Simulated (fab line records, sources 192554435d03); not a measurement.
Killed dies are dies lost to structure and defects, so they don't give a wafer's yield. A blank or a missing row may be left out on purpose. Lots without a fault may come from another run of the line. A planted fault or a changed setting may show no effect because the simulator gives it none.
fab line records | flow n5_finfet
record lots=11 wafers=33 last_day=17
route steps=1938 shown BEOL_M10@1527 BEOL_M11@1536 PASSIVATION@1936
lots that met no fault: from a run of the same line without faults
start_h: hours from the record's first day to the start of the lot's first wafer shown | wait_h: hours since the lot's step before | " the same as in the row above | L1.1+2: a row that stands for several wafers | - no value, or no start given | * or withheld: withheld | < > ~ a bound
route shown NAME@n: a module of which the file shows steps, and the number in the route of the first | usual: mean/standard deviation of fault-free wafers | same: alike in all rows | chamber/n: place in a boat | sites: the reading at each site | _std_site: their standard deviation | _edge_site: outer sites' mean less inner sites' | radius_mm: how far each site lies from the wafer's centre | mask NAME#n: copy n | behind: the tool/chamber that last shaped the wafer | hold: why the lot was held/for how many hours/how that ended | device: the transistor (n, p or np) that didn't switch | end of line: the same wafers' tests at the end of the route | a step without rows: its recipe alone | killed: dies lost to structure and defects at the first sort, not the wafer's yield | map: a wafer's dies, x killed, . not, _ none there
set.NAME: the setting as run; set.NAME@STEP: as run at that earlier step | model.NAME: the simulator's own value behind a step, which no gauge read
steps of the route over a sample of lots; a table a step, a row a wafer
services: from which hour (start_h, from the record's first day; less than 0 if before it) a tool's chamber was out of use, for how many hours, and why
## steps
# step N5_BEOL_M10_SPUTTER_48
# recipe material=Cu target_thk_a=120 temp_c=-20 bias_v=60 power_w=26000 chamber_pressure_pa=0.13 time_s=2
# usual cathode_dc_power_W=26001/4.6 chamber_pressure_pa=0.13/0.00027 throttle_valve_pct=29.9/1.2
# columns lot.wafer tool chamber start_h wait_h cathode_dc_power_W chamber_pressure_pa throttle_valve_pct
L409.3 pvd_sputter-03 - 249.08 0.1 25999 0.13023 30.7
L409.5 " - " " 25999 0.12944 29.3
L409.6 " - " " 25995 0.12977 31.1
L410.2 pvd_sputter-02 - 259.06 0.1 25993 0.13002 31.2
L410.4 " - " " 26002 0.12995 29.9
L410.6 " - " " 26013 0.12973 31.4
L412.1 pvd_sputter-02 - 266.92 0.1 25999 0.13031 31.4
L412.3 " - " " 25992 0.13023 28.2
L412.5 " - " " 26001 0.13008 30.7
L411.2 pvd_sputter-02 - 275.24 0.1 26004 0.13028 29.6
L411.3 " - " " 25992 0.12989 28.6
L411.6 " - " " 25999 0.12987 31.0
L415.3 pvd_sputter-02 - 279.52 0.2 25999 0.12991 29.9
L415.4 " - " " 25996 0.13003 28.4
L415.5 " - " " 26003 0.12986 28.7
L416.1 pvd_sputter-02 - 296.94 0.1 25997 0.12972 28.7
L416.2 " - " " 25993 0.13024 31.1
L416.4 " - " " 26007 0.12994 29.6
L417.2 pvd_sputter-01 - 304.40 0.2 25997 0.13022 28.1
L417.3 " - " " 26007 0.13038 30.3
L417.5 " - " " 26000 0.12959 31.5
L422.1 pvd_sputter-02 - 322.40 0.1 25991 0.13065 29.5
L422.2 " - " " 26004 0.12967 30.9
L422.6 " - " " 26007 0.13017 31.5
L426.1 pvd_sputter-03 - 338.92 0.2 26001 0.13024 30.7
L426.5 " - " " 26000 0.12979 30.6
L426.6 " - " " 26004 0.1297 28.1
L425.1 pvd_sputter-02 - 342.50 0.1 26009 0.13005 31.0
L425.4 " - " " 25999 0.13018 31.3
L425.5 " - " " 26011 0.13017 29.7
L427.1 pvd_sputter-03 - 361.98 0.1 26002 0.12946 28.3
L427.2 " - " " 25995 0.1302 30.8
L427.4 " - " " 25993 0.13018 29.1
# step N5_BEOL_M11_ILD_DEP_00
# recipe material=SiCOH_lowk target_thk_a=3085.1 temp_c=300 precursor=DEMS/porogen pressure_torr=5 rf_w=500 time_s=58
# usual chamber_pressure_Torr=5.001/0.012 heater_power_w=280/39 showerhead_plenum_p_Torr=5.746/0.018 throttle_valve_pct=13.9/0.85
# columns lot.wafer tool chamber start_h wait_h chamber_pressure_Torr heater_power_w showerhead_plenum_p_Torr throttle_valve_pct
L409.3 pecvd-03 0 251.08 0.0 5.008 343 5.773 15.2
L409.5 " 2 " " 5.006 252 5.723 13.3
L409.6 " 1 " " 5.010 284 5.763 12.9
L410.2 pecvd-03 1 260.45 0.0 4.992 270 5.762 13.0
L410.4 " 2 " " 4.973 201 5.743 13.7
L410.6 " 1 " " 5.011 279 5.748 13.0
L412.1 pecvd-02 0 267.94 0.0 4.992 336 5.767 14.3
L412.3 " 1 " " 4.996 254 5.734 14.4
L412.5 " 1 " " 5.000 264 5.744 14.4
L411.2 pecvd-03 0 276.64 0.0 4.985 298 5.755 15.2
L411.3 " 1 " " 4.999 291 5.760 13.1
L411.6 " 2 " " 4.997 245 5.722 13.5
L415.3 pecvd-02 2 280.88 0.0 5.009 218 5.725 13.7
L415.4 " 0 " " 5.004 324 5.766 14.0
L415.5 " 1 " " 5.010 236 5.747 14.8
L416.1 pecvd-02 1 298.45 0.0 5.018 289 5.735 14.4
L416.2 " 2 " " 4.994 231 5.714 13.5
L416.4 " 1 " " 5.011 291 5.740 14.6
L417.2 pecvd-03 2 306.06 0.0 4.989 259 5.720 13.4
L417.3 " 1 " " 5.016 260 5.746 13.0
L417.5 " 0 " " 5.011 318 5.772 15.5
L422.1 pecvd-02 1 323.45 0.1 5.005 254 5.758 14.7
L422.2 " 0 " " 4.987 303 5.762 14.0
L422.6 " 1 " " 4.995 262 5.725 14.3
L426.1 pecvd-02 0 341.93 0.0 5.030 283 5.743 13.8
L426.5 " 1 " " 4.993 293 5.733 14.4
L426.6 " 2 " " 5.003 230 5.708 14.0
L425.1 pecvd-04 0 343.52 0.0 5.000 349 5.747 13.2
L425.4 " 0 " " 5.015 343 5.729 13.0
L425.5 " 2 " " 4.988 257 5.743 12.7
L427.1 pecvd-03 0 363.09 0.0 5.010 345 5.771 15.3
L427.2 " 2 " " 5.019 258 5.730 13.6
L427.4 " 0 " " 4.983 352 5.773 15.3
# step N5_BEOL_M11_COAT_05
# recipe resist=CAR-ArF spin_rpm=1500 resist_thk_nm=90
# usual spin_speed_rpm=1500.1/0.77
# columns lot.wafer tool chamber start_h wait_h spin_speed_rpm
L409.3 litho_track-02 0 253.49 - 1499.7
L409.5 " 0 " " 1499.6
L409.6 " 0 " " 1500.8
L410.2 litho_track-02 0 262.70 - 1500.5
L410.4 " 0 " " 1500.4
L410.6 " 0 " " 1501.1
L412.1 litho_track-05 0 269.81 - 1499.9
L412.3 " 0 " " 1500.1
L412.5 " 0 " " 1501.5
L411.2 litho_track-05 0 278.46 - 1499.1
L411.3 " 0 " " 1500.7
L411.6 " 0 " " 1499.7
L415.3 litho_track-05 0 283.79 - 1500.8
L415.4 " 0 " " 1501.4
L415.5 " 0 " " 1500.6
L416.1 litho_track-01 0 302.47 - 1498.5
L416.2 " 0 " " 1500.3
L416.4 " 0 " " 1499.9
L417.2 litho_track-05 0 306.98 - 1499.9
L417.3 " 0 " " 1499.8
L417.5 " 0 " " 1499.3
L422.1 litho_track-01 0 325.77 - 2058.5
L422.2 " 0 " " 2059.0
L422.6 " 0 " " 2057.9
L426.1 litho_track-02 0 342.90 - 1501.0
L426.5 " 0 " " 1500.3
L426.6 " 0 " " 1502.1
L425.1 litho_track-01 0 346.46 - 2060.0
L425.4 " 0 " " 2059.5
L425.5 " 0 " " 2056.7
L427.1 litho_track-02 0 366.00 - 1499.7
L427.2 " 0 " " 1499.6
L427.4 " 0 " " 1500.0
# step N5_BEOL_M11_DESCUM_16
# recipe chemistry=O2 time_s=7.9 source_power_w=50 bias_power_w=20 pressure_mtorr=20 rf_frequency_hz=2.712e+07 temp_c=40 resist=CAR-ArF o2_flow_sccm=225
# usual drypump_motor_current_A=5.7/0.48 oes_product_au=0.79/0.094 rf_vpp_V=243.3/1.6 showerhead_plenum_p_Torr=2.10/0.091 throttle_valve_pct=20.47/0.26
# columns lot.wafer tool chamber start_h wait_h drypump_motor_current_A oes_product_au rf_hours_counter_h rf_vpp_V showerhead_plenum_p_Torr throttle_valve_pct
L409.3 rie_diel-04 0 253.95 0.0 5.3 0.74 195 244.9 2.17 20.60
L409.5 " 1 " " 5.4 0.69 - 244.5 2.14 20.85
L409.6 " 0 " " 5.3 0.75 - 243.6 2.17 20.60
L410.2 rie_diel-04 0 263.27 0.1 5.3 0.73 198 244.0 2.17 20.61
L410.4 " 0 " " 5.3 0.74 - 243.5 2.17 20.62
L410.6 " 0 " " 5.3 0.74 - 246.5 2.17 20.62
L412.1 rie_diel-01 1 270.29 0.1 6.4 0.73 190 241.8 2.09 20.69
L412.3 " 0 " " 6.2 0.68 - 242.6 1.98 20.80
L412.5 " 1 " " 6.4 0.73 - 243.0 2.09 20.70
L411.2 rie_diel-06 1 279.46 0.6 5.5 0.75 157 238.7 1.90 20.17
L411.3 " 2 " " 4.7 0.86 42 244.5 2.21 20.22
L411.6 " 0 " " 5.6 0.71 - 243.2 2.15 20.67
L415.3 rie_diel-06 3 284.46 0.2 6.2 0.94 9 242.9 2.07 20.36
L415.4 " 1 " " 5.6 0.76 158 240.8 1.90 20.18
L415.5 " 3 " " 6.2 0.94 - 242.9 2.07 20.35
L416.1 rie_diel-01 0 303.01 0.2 6.2 0.68 233 240.8 1.97 20.83
L416.2 " 3 " " 5.9 0.99 6 243.9 2.06 20.05
L416.4 " 1 " " 6.4 0.73 202 242.3 2.09 20.73
L417.2 rie_diel-04 3 307.48 0.1 6.0 0.90 13 243.9 2.13 19.96
L417.3 " 2 " " 5.9 0.80 95 242.2 2.13 20.41
L417.5 " 0 " " 5.3 0.72 - 245.0 2.17 20.66
L422.1 rie_diel-06 1 326.10 0.0 5.5 0.74 172 240.2 1.90 20.19
L422.2 " 3 " " 6.1 0.89 23 243.4 2.07 20.40
L422.6 " 2 " " 4.8 0.85 - 244.9 2.20 20.25
L426.1 rie_diel-04 1 343.23 0.0 5.5 0.95 14 244.3 2.13 20.62
L426.5 " 2 " " 5.9 0.78 - 242.7 2.13 20.46
L426.6 " 1 " " 5.4 0.94 - 243.2 2.13 20.63
L425.1 rie_diel-04 0 346.81 0.1 5.3 0.71 230 244.2 2.16 20.65
L425.4 " 3 " " 6.0 0.88 25 243.5 2.12 19.97
L425.5 " 0 " " 5.3 0.71 - 243.6 2.16 20.67
L427.1 rie_diel-04 1 366.45 0.0 5.5 0.96 19 242.9 2.13 20.62
L427.2 " 3 " " 6.0 0.87 33 245.1 2.12 19.98
L427.4 " 2 " " 5.8 0.78 114 243.7 2.12 20.48
# step N5_PASSIVATION_PROBE_49
# usual defect_limited_yield=91.3/1.3 killed_at_M0_to_M3=35/9.3 killed_at_M4_up=14/5.2 killed_at_contacts=12/5.9 killed_at_front_end=38/11 killed_at_other=4/3.7 killed_dies=103/15 killed_on_rim=14/4 killed_open=67/12 killed_short=34/8 sort_bin_5_function=5.1/0.88 sort_bin_6_memory=3.3/0.65 sort_bin_8_speed=0.00/0.03 sort_n_pass=1077/15 sort_yield_pct=91.3/1.3
# same gross_dies=1180 killed_at_back_side=0 sort_bin_4_leakage[%]=0
# columns lot.wafer tool chamber start_h wait_h defect_limited_yield[%] killed_at_M0_to_M3 killed_at_M4_up killed_at_contacts killed_at_front_end killed_at_other killed_dies killed_on_rim killed_open killed_short sort_bin_5_function[%] sort_bin_6_memory[%] sort_bin_8_speed[%] sort_n_pass sort_yield_pct[%]
L409.3 prober-02 - 302.71 0.1 91.2 40 20 13 29 2 104 17 71 32 4.9 3.6 0 1076 91.2
L409.5 prober-02 - 302.81 0.2 91.0 32 15 30 27 2 106 14 67 38 5.7 3.2 0 1074 91.0
L409.6 prober-02 - 302.86 0.3 90.0 49 13 15 41 0 118 19 72 45 6.4 3.2 0 1062 90.0
L410.2 prober-01 - 309.49 0.1 91.8 40 13 14 30 0 97 14 57 39 5.0 3.0 0 1083 91.8
L410.4 prober-01 - 309.59 0.2 90.8 48 15 8 37 0 108 21 77 30 5.0 3.8 0 1072 90.8
L410.6 prober-01 - 309.69 0.3 90.2 61 14 10 30 1 116 12 79 37 5.1 4.0 0 1064 90.2
L412.1 prober-02 - 315.42 0.0 90.2 39 14 13 49 1 116 12 87 29 5.9 3.8 0 1064 90.2
L412.3 prober-02 - 315.52 0.1 89.9 27 18 9 64 1 119 18 82 35 5.7 4.2 0 1061 89.9
L412.5 prober-02 - 315.62 0.2 90.3 40 24 7 41 2 114 17 86 26 5.8 3.8 0 1066 90.3
L411.2 prober-01 - 328.52 0.1 89.7 45 11 13 53 0 122 17 80 40 4.8 5.2 0 1058 89.7
L411.3 prober-01 - 328.57 0.1 89.7 50 19 10 42 0 121 17 74 46 5.8 4.2 0 1059 89.7
L411.6 prober-01 - 328.72 0.3 89.9 46 17 11 44 1 119 13 79 39 6.0 4.0 0 1061 89.9
L415.3 prober-01 - 332.26 0.1 90.3 32 22 10 46 4 114 16 68 44 6.4 3.1 0 1066 90.3
L415.4 prober-01 - 332.31 0.2 90.7 35 5 6 64 0 110 15 67 35 5.2 3.2 0 1070 90.7
L415.5 prober-01 - 332.36 0.2 90.8 35 10 12 50 1 108 12 71 31 4.7 3.8 0 1072 90.8
L416.1 prober-02 - 348.10 0.0 90.3 36 12 14 42 11 115 20 80 32 5.0 4.2 0 1065 90.3
L416.2 prober-02 - 348.15 0.1 90.3 39 10 10 51 4 114 15 65 49 5.5 3.9 0 1066 90.3
L416.4 prober-02 - 348.25 0.2 88.8 24 18 27 42 21 132 22 81 49 6.4 4.2 0 1048 88.8
L417.2 prober-02 - 361.33 0.1 88.6 42 14 6 63 10 135 18 91 43 7.9 3.4 0 1045 88.6
L417.3 prober-02 - 361.38 0.1 89.2 40 25 8 46 9 128 22 77 45 6.7 3.7 0 1052 89.2
L417.5 prober-02 - 361.48 0.2 90.1 38 9 5 55 10 117 14 79 37 6.0 3.6 0 1063 90.1
L422.1 prober-02 - 382.58 0.0 87.5 50 15 19 59 5 148 17 92 53 7.0 4.9 0.08 1032 87.5
L422.2 prober-02 - 382.63 0.1 92.1 33 12 7 35 6 93 12 64 29 4.7 2.9 0 1087 92.1
L422.6 prober-02 - 382.83 0.3 90.7 44 10 6 45 5 110 16 66 42 5.7 3.5 0 1070 90.7
L426.1 prober-01 - 397.83 0.0 90.9 34 8 11 40 14 107 12 72 34 5.3 3.4 0 1073 90.9
L426.5 prober-01 - 398.03 0.2 91.4 25 14 26 32 4 101 15 71 28 5.3 2.6 0 1079 91.4
L426.6 prober-01 - 398.08 0.3 91.8 31 9 15 35 7 97 17 59 37 4.8 3.2 0 1083 91.8
L425.1 prober-02 - 399.63 0.6 92.3 26 15 13 34 3 91 11 50 41 4.2 3.1 0 1089 92.3
L425.4 prober-02 - 399.78 0.7 90.5 36 16 8 49 3 112 18 62 48 5.8 3.2 0 1068 90.5
L425.5 prober-02 - 399.83 0.8 90.0 39 13 9 57 0 118 14 66 51 5.3 4.4 0 1062 90.0
L427.1 prober-02 - 414.47 0.0 91.8 37 10 16 34 0 97 18 70 26 3.6 4.3 0 1083 91.8
L427.2 prober-02 - 414.52 0.1 93.3 35 5 11 27 1 79 11 60 18 3.5 3.1 0 1101 93.3
L427.4 prober-02 - 414.62 0.2 92.0 18 7 17 52 0 94 10 65 27 4.6 3.2 0 1086 92.0
# killed by level:class
L409.3 BEOL_M4:geometric_particle:open=12 MOL_CONTACT_COAG:geometric_particle:open=11 BEOL_M2:geometric_particle:open=9 BEOL_M1:geometric_particle:short=8 BEOL_M0_SAQP:geometric_particle:open=7 FIN_SAQP:geometric_particle:open=5 STI_FIN_REVEAL:geometric_particle:open=5 BEOL_M0_SAQP:geometric_particle:short=5
L409.5 MOL_CONTACT_COAG:geometric_particle:open=19 MOL_CONTACT_COAG:geometric_particle:short=11 STI_FIN_REVEAL:geometric_particle:open=7 BEOL_M4:geometric_particle:short=7 BEOL_M0_SAQP:geometric_particle:open=6 BEOL_M2:geometric_particle:open=6 FIN_SAQP:geometric_particle:open=5 BEOL_M0:geometric_particle:open=4
L409.6 BEOL_M0_SAQP:geometric_particle:open=13 MOL_CONTACT_COAG:geometric_particle:open=12 BEOL_M0_SAQP:geometric_particle:short=12 FIN_SAQP:geometric_particle:short=11 BEOL_M3:geometric_particle:open=10 BEOL_M2:geometric_particle:open=9 DUMMY_GATE:geometric_particle:open=7 GATE_CUT:geometric_particle:open=5
L410.2 BEOL_M3:geometric_particle:open=11 MOL_CONTACT_COAG:geometric_particle:open=10 BEOL_M0_SAQP:geometric_particle:open=9 BEOL_M0_SAQP:geometric_particle:short=8 FIN_SAQP:geometric_particle:short=7 FIN_SAQP:geometric_particle:open=7 BEOL_M4:geometric_particle:open=5 MOL_CONTACT_COAG:geometric_particle:short=4
L410.4 BEOL_M0_SAQP:geometric_particle:open=15 FIN_SAQP:geometric_particle:open=13 BEOL_M2:geometric_particle:open=12 FIN_SAQP:geometric_particle:short=11 BEOL_M4:geometric_particle:open=9 MOL_CONTACT_COAG:geometric_particle:open=7 BEOL_M0_SAQP:geometric_particle:short=7 BEOL_M3:geometric_particle:open=6
L410.6 BEOL_M0_SAQP:geometric_particle:open=19 FIN_SAQP:geometric_particle:open=13 BEOL_M0_SAQP:geometric_particle:short=12 BEOL_M3:geometric_particle:open=10 BEOL_M2:geometric_particle:open=8 FIN_SAQP:geometric_particle:short=7 MOL_CONTACT_COAG:geometric_particle:open=7 BEOL_M4:geometric_particle:open=6
L412.1 STI_FIN_REVEAL:geometric_particle:open=15 FIN_SAQP:geometric_particle:open=11 MOL_CONTACT_COAG:geometric_particle:open=11 BEOL_M0_SAQP:geometric_particle:short=11 BEOL_M0_SAQP:geometric_particle:open=7 BEOL_M1:geometric_particle:open=6 BEOL_M3:geometric_particle:open=6 FIN_SAQP:geometric_particle:short=5
L412.3 FIN_SAQP:geometric_particle:open=14 STI_FIN_REVEAL:geometric_particle:open=12 BEOL_M4:geometric_particle:open=8 MOL_CONTACT_COAG:geometric_particle:open=7 GATE_CUT:geometric_particle:open=7 FIN_SAQP:geometric_particle:short=6 BEOL_M0_SAQP:geometric_particle:open=6 STI_FIN_REVEAL:geometric_particle:short=5
L412.5 FIN_SAQP:geometric_particle:open=10 BEOL_M0_SAQP:geometric_particle:open=10 FIN_SAQP:geometric_particle:short=9 BEOL_M3:geometric_particle:open=9 STI_FIN_REVEAL:geometric_particle:open=8 BEOL_M4:geometric_particle:open=8 MOL_CONTACT_COAG:geometric_particle:open=7 BEOL_M2:geometric_particle:open=7
L411.2 BEOL_M3:geometric_particle:open=21 MOL_CONTACT_COAG:geometric_particle:open=10 DUMMY_GATE:geometric_particle:open=9 FIN_SAQP:geometric_particle:open=8 FIN_SAQP:geometric_particle:short=8 BEOL_M0_SAQP:geometric_particle:open=7 BEOL_M3:geometric_particle:short=6 GATE_CUT:geometric_particle:short=5
L411.3 FIN_SAQP:geometric_particle:short=15 BEOL_M3:geometric_particle:open=15 BEOL_M0_SAQP:geometric_particle:open=10 BEOL_M0_SAQP:geometric_particle:short=10 ILD0:geometric_particle:open=6 MOL_CONTACT_COAG:geometric_particle:open=6 BEOL_M2:geometric_particle:open=6 BEOL_M5:geometric_particle:open=6
L411.6 BEOL_M3:geometric_particle:open=15 BEOL_M0_SAQP:geometric_particle:short=10 MOL_CONTACT_COAG:geometric_particle:open=10 FIN_SAQP:geometric_particle:open=8 BEOL_M0_SAQP:geometric_particle:open=7 STI_FIN_REVEAL:geometric_particle:open=6 DUMMY_GATE:geometric_particle:open=5 FIN_SAQP:geometric_particle:short=4
L415.3 FIN_SAQP:geometric_particle:short=16 FIN_SAQP:geometric_particle:open=12 BEOL_M0_SAQP:geometric_particle:short=9 DUMMY_GATE:geometric_particle:open=8 MOL_CONTACT_COAG:geometric_particle:open=8 BEOL_M3:geometric_particle:open=7 BEOL_M4:geometric_particle:open=7 BEOL_M5:geometric_particle:open=6
L415.4 FIN_SAQP:geometric_particle:open=19 STI_FIN_REVEAL:geometric_particle:open=15 BEOL_M0_SAQP:geometric_particle:short=9 BEOL_M1:geometric_particle:open=8 FIN_SAQP:geometric_particle:short=6 GATE_CUT:geometric_particle:short=6 BEOL_M3:geometric_particle:open=6 HKMG_FIN:area_etch=6
L415.5 BEOL_M3:geometric_particle:open=14 FIN_SAQP:geometric_particle:open=12 STI_FIN_REVEAL:geometric_particle:open=11 MOL_CONTACT_COAG:geometric_particle:open=10 FIN_SAQP:geometric_particle:short=7 BEOL_M0_SAQP:geometric_particle:open=7 GATE_CUT:geometric_particle:short=4 BEOL_M2:geometric_particle:open=4
L416.1 FIN_SAQP:geometric_particle:open=13 MOL_CONTACT_COAG:geometric_particle:open=13 BEOL_M1:geometric_particle:open=10 BEOL_M0_SAQP:geometric_particle:open=8 BEOL_M0_SAQP:geometric_particle:short=7 GATE_CUT:geometric_particle:open=6 BEOL_M4:geometric_particle:open=6 BEOL_M3:geometric_particle:open=5
L416.2 FIN_SAQP:geometric_particle:short=20 BEOL_M0_SAQP:geometric_particle:short=14 BEOL_M2:geometric_particle:open=9 FIN_SAQP:geometric_particle:open=8 BEOL_M0_SAQP:geometric_particle:open=8 MOL_CONTACT_COAG:geometric_particle:open=7 STI_FIN_REVEAL:geometric_particle:open=6 GATE_CUT:geometric_particle:open=5
L416.4 MOL_CONTACT_COAG:geometric_particle:open=19 FIN_SAQP:geometric_particle:open=9 MIM_TOP_ETCH:geometric_particle:short=9 GATE_CUT:geometric_particle:short=8 MOL_CONTACT_COAG:geometric_particle:short=8 GATE_CUT:geometric_particle:open=7 FIN_SAQP:geometric_particle:short=6 BEOL_M0:geometric_particle:open=6
L417.2 FIN_SAQP:geometric_particle:open=20 STI_FIN_REVEAL:geometric_particle:open=16 FIN_SAQP:geometric_particle:short=10 BEOL_M0_SAQP:geometric_particle:open=9 BEOL_M1:geometric_particle:open=8 BEOL_M0_SAQP:geometric_particle:short=6 BEOL_M4:geometric_particle:open=6 MOL_CONTACT_COAG:geometric_particle:open=5
L417.3 FIN_SAQP:geometric_particle:short=13 BEOL_M0_SAQP:geometric_particle:short=12 BEOL_M5:geometric_particle:open=10 BEOL_M0_SAQP:geometric_particle:open=9 FIN_SAQP:geometric_particle:open=8 STI_FIN_REVEAL:geometric_particle:open=8 BEOL_M4:geometric_particle:open=7 BEOL_M0:geometric_particle:open=7
L417.5 STI_FIN_REVEAL:geometric_particle:open=17 FIN_SAQP:geometric_particle:open=12 BEOL_M0:geometric_particle:open=10 FIN_SAQP:geometric_particle:short=8 BEOL_M0_SAQP:geometric_particle:short=8 BEOL_M1:geometric_particle:open=8 GATE_CUT:geometric_particle:short=6 BEOL_M3:geometric_particle:open=5
L422.1 BEOL_M0_SAQP:geometric_particle:short=18 STI_FIN_REVEAL:geometric_particle:open=16 MOL_CONTACT_COAG:geometric_particle:open=16 FIN_SAQP:geometric_particle:open=13 BEOL_M0_SAQP:geometric_particle:open=13 FIN_SAQP:geometric_particle:short=10 BEOL_M3:geometric_particle:open=9 BEOL_M4:geometric_particle:open=5
L422.2 BEOL_M0_SAQP:geometric_particle:open=11 BEOL_M1:geometric_particle:open=10 FIN_SAQP:geometric_particle:open=9 FIN_SAQP:geometric_particle:short=8 BEOL_M0_SAQP:geometric_particle:short=8 MOL_CONTACT_COAG:geometric_particle:open=6 STI_FIN_REVEAL:geometric_particle:open=4 BEOL_M4:geometric_particle:open=3
L422.6 BEOL_M0_SAQP:geometric_particle:short=17 BEOL_M0_SAQP:geometric_particle:open=13 FIN_SAQP:geometric_particle:open=10 BEOL_M3:geometric_particle:open=10 GATE_CUT:geometric_particle:short=8 STI_FIN_REVEAL:geometric_particle:open=6 GATE_CUT:geometric_particle:open=5 ILD0:geometric_particle:open=4
L426.1 MOL_CONTACT_COAG:geometric_particle:open=11 BEOL_M3:geometric_particle:open=10 STI_FIN_REVEAL:geometric_particle:open=8 GATE_CUT:geometric_particle:short=6 BEOL_M0_SAQP:geometric_particle:short=6 BEOL_M0_SAQP:geometric_particle:open=6 DUMMY_GATE:geometric_particle:open=5 ILD0:geometric_particle:short=5
L426.5 MOL_CONTACT_COAG:geometric_particle:open=19 BEOL_M3:geometric_particle:open=11 MOL_CONTACT_COAG:geometric_particle:short=7 BEOL_M4:geometric_particle:open=6 STI_FIN_REVEAL:geometric_particle:open=5 BEOL_M2:geometric_particle:open=5 FIN_SAQP:geometric_particle:open=4 FIN_SAQP:geometric_particle:short=4
L426.6 MOL_CONTACT_COAG:geometric_particle:open=12 BEOL_M0_SAQP:geometric_particle:short=9 FIN_SAQP:geometric_particle:open=7 BEOL_M0_SAQP:geometric_particle:open=7 DUMMY_GATE:geometric_particle:open=5 DUMMY_GATE:geometric_particle:short=4 GATE_CUT:geometric_particle:short=4 BEOL_M1:geometric_particle:open=4
L425.1 BEOL_M0_SAQP:geometric_particle:short=11 FIN_SAQP:geometric_particle:open=10 MOL_CONTACT_COAG:geometric_particle:open=10 FIN_SAQP:geometric_particle:short=6 GATE_CUT:geometric_particle:short=5 BEOL_M0_SAQP:geometric_particle:open=5 BEOL_M4:geometric_particle:short=5 BEOL_M4:geometric_particle:open=5
L425.4 BEOL_M4:geometric_particle:open=13 BEOL_M0_SAQP:geometric_particle:short=12 FIN_SAQP:geometric_particle:short=10 GATE_CUT:geometric_particle:short=10 BEOL_M2:geometric_particle:open=9 GATE_CUT:geometric_particle:open=7 MOL_CONTACT_COAG:geometric_particle:open=6 BEOL_M0_SAQP:geometric_particle:open=6
L425.5 FIN_SAQP:geometric_particle:short=19 BEOL_M0_SAQP:geometric_particle:open=14 BEOL_M0_SAQP:geometric_particle:short=12 STI_FIN_REVEAL:geometric_particle:open=9 FIN_SAQP:geometric_particle:open=7 MOL_CONTACT_COAG:geometric_particle:open=7 BEOL_M3:geometric_particle:open=6 STI_FIN_REVEAL:geometric_particle:short=4
L427.1 MOL_CONTACT_COAG:geometric_particle:open=13 BEOL_M0_SAQP:geometric_particle:short=12 BEOL_M0_SAQP:geometric_particle:open=11 STI_FIN_REVEAL:geometric_particle:open=6 DUMMY_GATE:geometric_particle:open=6 BEOL_M3:geometric_particle:open=6 FIN_SAQP:geometric_particle:open=5 GATE_CUT:geometric_particle:open=5
L427.2 BEOL_M2:geometric_particle:open=9 MOL_CONTACT_COAG:geometric_particle:open=9 BEOL_M0_SAQP:geometric_particle:open=9 STI_FIN_REVEAL:geometric_particle:open=6 BEOL_M0_SAQP:geometric_particle:short=6 BEOL_M3:geometric_particle:open=6 FIN_SAQP:geometric_particle:short=3 FIN_SAQP:geometric_particle:open=3
L427.4 MOL_CONTACT_COAG:geometric_particle:open=14 FIN_SAQP:geometric_particle:open=12 STI_FIN_REVEAL:geometric_particle:open=10 BEOL_M1:geometric_particle:open=6 GATE_CUT:geometric_particle:open=5 DUMMY_GATE:geometric_particle:open=4 ILD0:geometric_particle:open=4 GATE_CUT:geometric_particle:short=4
## services
# columns tool chamber start_h hours kind
pecvd-03 2 239.01 5.5 scheduled_down
rie_diel-06 3 242.81 - clean
rie_diel-01 2 244.51 16.5 repair
rie_diel-04 3 251.21 - clean
rie_diel-04 3 251.21 - consumable_replace:focus_ring
rie_diel-04 3 251.21 22.0 scheduled_down
rie_diel-04 3 251.21 22.0 vent_cycle
pecvd-02 2 252.11 3.4 repair
pvd_sputter-03 - 254.06 7.5 repair
pecvd-02 - 257.22 1.5 repair
rie_diel-04 1 273.24 - clean
rie_diel-04 1 273.24 - consumable_replace:focus_ring
rie_diel-04 1 273.24 28.3 scheduled_down
rie_diel-04 1 273.24 28.3 vent_cycle
rie_diel-06 0 287.07 4.0 repair
rie_diel-01 1 288.75 1.8 repair
pecvd-03 0 319.47 18.6 repair
rie_diel-01 2 333.70 4.4 repair
rie_diel-01 3 341.29 5.2 repair
pecvd-02 2 346.08 11.0 repair
pvd_sputter-01 - 351.60 5.5 repair
rie_diel-01 1 352.93 1.8 repair
rie_diel-04 1 357.76 5.1 repair
pecvd-02 1 365.26 - calibration
## key
first_sign step=N5_BEOL_M11_COAT_05 reading=spin_speed_rpm direction=up sigmas=99+ usual=* struck=*
effect none on later readings
met_at N5_BEOL_M11_COAT_05
struck_lots L422,L425
not_acting_at N5_BEOL_M10_SPUTTER_48,N5_BEOL_M11_ILD_DEP_00,N5_BEOL_M11_DESCUM_16
onset_between 302.47 325.77
fault kind=process_parameter_drift tool=litho_track-01 chamber=- onset_h=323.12 steps=N5_BEOL_M11_COAT_05 channel=spin_rpm offset=* shape=step end_h=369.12 acts_in=* stated=*
